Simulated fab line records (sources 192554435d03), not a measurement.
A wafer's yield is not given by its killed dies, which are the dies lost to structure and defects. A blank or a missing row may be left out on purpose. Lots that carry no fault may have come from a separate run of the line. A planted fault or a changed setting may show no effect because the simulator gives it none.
The same fault as seen by 2 desks || flow n5 finfet || each desk has only its own numbers; what lay behind them comes last

DESK OF THE TOOL OWNER: rie diel-06
The tool's own readings at N5_MOL_CONTACT_COAG_ETCHBACK_134 (etches SiO2 in CHF3, target depth 10 nm, time 6.7 s): means of the sampled wafers that have a number, for each lot that ran on this tool. If a lot's mean is further than 4 standard deviations from the usual mean, the lot is out of limits and carries the mark OUT (the distance appears in the brackets).
Columns: A = chamber pressure mTorr at N5_MOL_CONTACT_COAG_ETCHBACK_134, usual 29.999 mTorr; B = drypump motor current A at N5_MOL_CONTACT_COAG_ETCHBACK_134, usual 5.7 A; C = mfc ar sccm at N5_MOL_CONTACT_COAG_ETCHBACK_134, usual 200.0 sccm; D = oes product au at N5_MOL_CONTACT_COAG_ETCHBACK_134, usual 0.74 a.u.; E = rf vpp V at N5_MOL_CONTACT_COAG_ETCHBACK_134, usual 529 V; F = showerhead plenum p Torr at N5_MOL_CONTACT_COAG_ETCHBACK_134, usual 2.36 Torr; G = throttle valve pct at N5_MOL_CONTACT_COAG_ETCHBACK_134, usual 18.8 %
{"lot": "L113", "first seen here": "day 5 09:49", "A": 29.998, "B": 5.4, "C": 200.7, "D": 0.73, "E": 525, "F": 2.28, "G": 18.8}
{"lot": "L114", "first seen here": "day 5 14:03", "A": 29.994, "B": 5.1, "C": 200.6, "D": 0.73, "E": 534, "F": 2.35, "G": 18.9}
{"lot": "L120", "first seen here": "day 6 22:08", "A": 29.960, "B": 5.1, "C": 200.6, "D": 0.69, "E": 536, "F": 2.41, "G": 19.2}
{"lot": "L121", "first seen here": "day 7 13:49", "A": 29.984, "B": 5.4, "C": 199.7, "D": 0.93, "E": 528, "F": 2.33, "G": 19.2}
{"lot": "L126", "first seen here": "day 8 13:44", "A": 30.017, "B": 5.6, "C": 200.0, "D": 0.93, "E": 531, "F": 2.26, "G": 19.1}
{"lot": "L128", "first seen here": "day 9 01:08", "A": 30.015, "B": 5.1, "C": 200.1, "D": 0.93, "E": 534, "F": 2.34, "G": 19.0}
Finding of this desk: none of the 6 lots has anything out of limits.

AT THE METROLOGY DESK
What the gauges read, lot by lot, whatever tool the lot ran on: means of the sampled wafers that have a number. If a lot's mean is further than 4 standard deviations from the usual mean, the lot is out of limits and carries the mark OUT (the distance appears in the brackets). Of its 11 readings 7 are shown: those that lie furthest out on some lot.
Columns: A = cd nm at N5_MOL_CONTACT_COAG_CD_MEAS_137, usual 16.0 nm; B = DIBL_N at N5_BEOL_M4_RC_MEAS_101, usual 36.3 mV/V; C = DIBL_P at N5_BEOL_M4_RC_MEAS_101, usual 36.3 mV/V; D = ION_N at N5_BEOL_M4_RC_MEAS_101, usual 672 uA/um; E = ION_P at N5_BEOL_M4_RC_MEAS_101, usual 459 uA/um; F = SS_N at N5_BEOL_M4_RC_MEAS_101, usual 71.6 mV/dec; G = VT_N at N5_BEOL_M4_RC_MEAS_101, usual 250 mV
{"lot": "L113", "first seen here": "day 5 08:37", "A": 15.9, "B": 36.3, "C": 34.9, "D": 669, "E": 459, "F": 71.6, "G": 251}
{"lot": "L114", "first seen here": "day 5 13:17", "A": 16.1, "B": 35.4, "C": 35.4, "D": 659, "E": 456, "F": 71.6, "G": 252}
{"lot": "L120", "first seen here": "day 6 21:15", "A": 15.5, "B": 32.8, "C": 33.0, "D": 659, "E": 455, "F": 71.2, "G": 254}
{"lot": "L121", "first seen here": "day 7 11:22", "A": 16.0, "B": 35.0, "C": 33.9, "D": 652, "E": 459, "F": 71.9, "G": 254}
{"lot": "L126", "first seen here": "day 8 12:41", "A": 15.8, "B": 36.9, "C": 39.0, "D": 671, "E": 461, "F": 72.3, "G": 249}
{"lot": "L128", "first seen here": "day 8 23:50", "A": 15.6, "B": 34.9, "C": 35.6, "D": 661, "E": 455, "F": 71.2, "G": 251}
{"lot": "L130", "first seen here": "day 9 14:15", "A": 16.3, "B": 38.8, "C": 38.9, "D": 678, "E": 467, "F": 72.6, "G": 248}
{"lot": "L133", "first seen here": "day 10 04:38", "A": 15.9, "B": 35.0, "C": 34.7, "D": 683, "E": 458, "F": 71.4, "G": 248}
{"lot": "L134", "first seen here": "day 10 14:20", "A": 16.0, "B": 38.4, "C": 38.6, "D": 690, "E": 468, "F": 72.3, "G": 245}
Finding of this desk: none of the 9 lots has anything out of limits.

PUT TOGETHER
Nothing out of limits was seen by the tool owner's desk.
Nothing out of limits was seen by the metrology desk.

WHAT HAD BEEN PUT IN BY THE SIMULATOR
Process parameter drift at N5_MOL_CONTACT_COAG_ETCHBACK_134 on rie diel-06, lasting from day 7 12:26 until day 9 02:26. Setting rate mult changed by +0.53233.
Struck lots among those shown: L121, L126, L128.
